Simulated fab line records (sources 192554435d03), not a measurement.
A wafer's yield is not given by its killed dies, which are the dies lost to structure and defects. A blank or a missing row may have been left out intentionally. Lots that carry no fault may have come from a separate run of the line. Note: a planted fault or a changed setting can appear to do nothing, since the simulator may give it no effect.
Split-lot experiment | flow n5Finfet | on a route of 1938 steps: 7 lots, 21 wafers read

== THE SPLIT ITSELF ==
At N5_MOL_CONTACT_COAG_ETCH_105 (etches SiARC in CF4, target depth 15.6 nm, time 26 s), the setting biasW was moved away from the recipe's 36 W on 11 of the 21 wafers read, by -16.7% to +16.4%. This setting was run at the recipe's value on the other wafers.

The reading is taken at the split's own step.

== THE READING ==
rfVppV, in V, at N5_MOL_CONTACT_COAG_ETCH_105 (etches SiARC in CF4, target depth 15.6 nm, time 26 s). A value of 184.0 V with a standard deviation of 1 V is what fault-free wafers of this fab line usually give.

wafer  | tool, chamber at the split | biasW as run, W | against the recipe | rfVppV, V | against lot-mates on the recipe
L076.1 | rieDiel-01, 2              | 36              | recipe             | 183.8     | -
L076.3 | rieDiel-01, 0              | 36              | recipe             | 186.1     | -
L076.4 | rieDiel-01, 3              | 36              | recipe             | 183.6     | -
L086.2 | rieDiel-06, 0              | 36              | recipe             | 182.8     | -
L086.3 | rieDiel-06, 3              | 36              | recipe             | 183.1     | -
L086.4 | rieDiel-06, 0              | 41.91           | +16.4%             | 202.0     | +19.1
L087.1 | rieDiel-06, 1              | 36              | recipe             | 183.7     | -
L087.2 | rieDiel-06, 3              | 41.56           | +15.4%             | 200.2     | +16.5
L087.6 | rieDiel-06, 1              | 41.56           | +15.4%             | 201.2     | +17.5
L089.1 | rieDiel-01, 0              | 29.99           | -16.7%             | 164.8     | -21.0
L089.4 | rieDiel-01, 1              | 29.99           | -16.7%             | 162.9     | -22.9
L089.5 | rieDiel-01, 2              | 36              | recipe             | 185.8     | -
L090.2 | rieDiel-01, 1              | 32.79           | -8.9%              | 174.1     | -9.4
L090.4 | rieDiel-01, 1              | 36              | recipe             | 183.5     | -
L090.5 | rieDiel-01, 2              | 32.79           | -8.9%              | 173.9     | -9.6
L092.2 | rieDiel-06, 3              | 36              | recipe             | 182.7     | -
L092.3 | rieDiel-06, 0              | 40.36           | +12.1%             | 195.9     | +13.2
L092.4 | rieDiel-06, 2              | 40.36           | +12.1%             | 198.8     | +16.1
L094.1 | rieDiel-06, 1              | 36              | recipe             | 184.6     | -
L094.5 | rieDiel-06, 3              | 38.61           | +7.3%              | 192.9     | +8.3
L094.6 | rieDiel-06, 2              | 38.61           | +7.3%              | 193.6     | +9.0

THE FIT
A straight line over all 21 wafers: rfVppV changes by +1.14 V for each +1% of biasW; r = +0.99; the points scatter about the line by 1.2 V.
The same after taking each lot's own level away (the mean of its wafers on the recipe; 21 wafers): +1.2 V for each +1%; r = +1.00; scatter 1.1 V.
Per that fit: largest biasW move, reading shift of 20 V.
The lots' own levels span 182.70 to 185.80 V, that is 3.1 times the standard deviation above.
The two slopes are in agreement: the lot-to-lot level therefore moves the slope only a little.
Check: for one of the wafers moved furthest among these (-16.7%), held out of the fit, the line's prediction against its lot-mates is -20 V. It came out at -21 V against them.
Tool readings at the split's step, against how far the setting was moved: rfVppV r = +0.99.

== FURTHER SPLITS ON THESE WAFERS ==
Before the reading, these wafers also passed through other splits. Each is held against what the fit with the lots' levels taken away leaves over:
other split on the same wafers | wafers away from the commonest value | r with rfVppV (lot level and that fit taken away)
N5_HKMG_FIN_EXPOSE_09 doseMj   | 6                                    | +0.01
N5_GATE_CUT_COAT_07 spinRpm    | 6                                    | +0.13
N5_GATE_CUT_DESCUM_18 timeS    | 5                                    | -0.22

== FILE'S OWN FIT ==
rfVppV changes by +1.19 V for each +1% of biasW, r = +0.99.
